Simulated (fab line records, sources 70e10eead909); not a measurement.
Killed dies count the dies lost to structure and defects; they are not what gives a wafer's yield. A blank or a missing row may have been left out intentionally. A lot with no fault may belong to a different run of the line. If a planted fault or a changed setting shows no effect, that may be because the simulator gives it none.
A struck lot beside a sound one	flow nandHarc	15 out of 1159 route steps
Sound: wafers L262.2, L262.5, L262.6. Struck: wafer L278.6 (L278.1, L278.2, from the same lot, were not struck and are left out); the cause is given at the end.
Each step with rows lists, per side, the tool, then ch with its chambers, then its first start. Under that, the readings that differ: sound wafers	struck wafers	difference of the means	sigmas: that difference in standard deviations of wafers without a fault.
alike: a reading whose means differ by less than 2 such deviations, as well as words and numbers matching on both sides. not compared: withheld readings; readings where some wafer has no value; bounds like >300 that might hide an equal value; numbers whose values overlap and for which the record gives no deviation.
Wherever a step has rows on one side only, a row that says differs or no value, or a row with sigmas, the two part there. Numbers that have no deviation but don't overlap get no sigmas and don't part them. A reading that every wafer of one side lacks parts them only if that side has two wafers or more.

first, 8 steps without rows for these wafers: NHARC_A_CONTACT_COAT_34 (time 75 s); NHARC_A_CONTACT_COAT_35 (time 65 s); NHARC_A_CONTACT_COAT_36 (resist thk 90 nm); NHARC_A_CONTACT_SOFTBAKE_37 (time 55 s); NHARC_A_CONTACT_EBR_38; NHARC_A_CONTACT_EXPOSE_39 (exposes mask A CC 3); NHARC_A_CONTACT_PEB_40 (peb time 65 s); NHARC_A_CONTACT_DEVELOP_41 (develop time 35 s).
NHARC_A_CONTACT_CD_MEAS_42: target cd 200 nm.
  sound on cdSem-03 ch 0, day 16 08:09; struck on cdSem-02 ch 0, day 20 01:37
  alike: cdNm
NHARC_A_CONTACT_OVL_MEAS_43:
  struck on overlay-01, day 20 01:43; sound on overlay-01, day 16 08:14
  alike: overlayXNm, overlayYNm
NHARC_A_CONTACT_INSPECT_44:
  struck on defectInspect-01, day 20 01:45; sound on defectInspect-02, day 16 08:16
  alike: rawDefectCount
NHARC_A_CONTACT_DESCUM_47: chemistry O2, time 3 s.
  sound on rieDiel-01 ch 1,2,3, day 16 08:22; struck on rieDiel-01 ch 0, day 20 01:56
  alike: drypumpMotorCurrentA, oesProductAu, rfVppV, showerheadPlenumPTorr, throttleValvePct
  not compared: rfHoursCounterH
NHARC_A_CONTACT_ETCH_48: etches the open film in CF4, target depth 39 nm, time 65 s.
  sound on rieDiel-01 ch 0,1,2, day 16 08:26; struck on rieDiel-01 ch 3, day 20 02:01
reading	sound	struck	difference	sigmas
oesProductAu (a.u.)	0.999 0.987 0.991	0.854	-0.138	-16
  alike: drypumpMotorCurrentA, rfVppV, showerheadPlenumPTorr, throttleValvePct
  not compared: rfHoursCounterH
NHARC_A_CONTACT_ETCH_49: etches the open film in N2/H2, target depth 260 nm, time 475.3 s.
  sound: rieDiel-01 ch 1,2; struck: rieDiel-01 ch 3
  alike: drypumpMotorCurrentA, h2FlowSccm, oesProductAu, rfVppV, showerheadPlenumPTorr, throttleValvePct
  not compared: rfHoursCounterH
-- break in the record here, with 3 days between the starts of the struck wafers on either side (left off in module A_CONTACT, picked up again in module END, where the first step shown is number 1159 on the route) --
NHARC_END_SORT_01:
  sound on prober-01 ch 0, day 20 04:03; struck on prober-01 ch 0, day 23 12:08
reading	sound	struck	difference	sigmas
hold	- - -	awaitDispo/4.7h/release	no value on the sound wafers	
killedAtArray	18 19 23	47	+27	+3
killedAtOther	0 1 0	4	+4	+3
killedDies	25 27 27	59	+33	+3
  alike: killedAtPeriphery, killedOpen, killedShort

== WHERE THEY PART ==
First at NHARC_A_CONTACT_ETCH_48; last, within this record, at NHARC_END_SORT_01.

WHY: what the simulator had put in
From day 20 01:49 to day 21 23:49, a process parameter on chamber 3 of rieDiel-01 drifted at NHARC_A_CONTACT_ETCH_48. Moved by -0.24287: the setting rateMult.
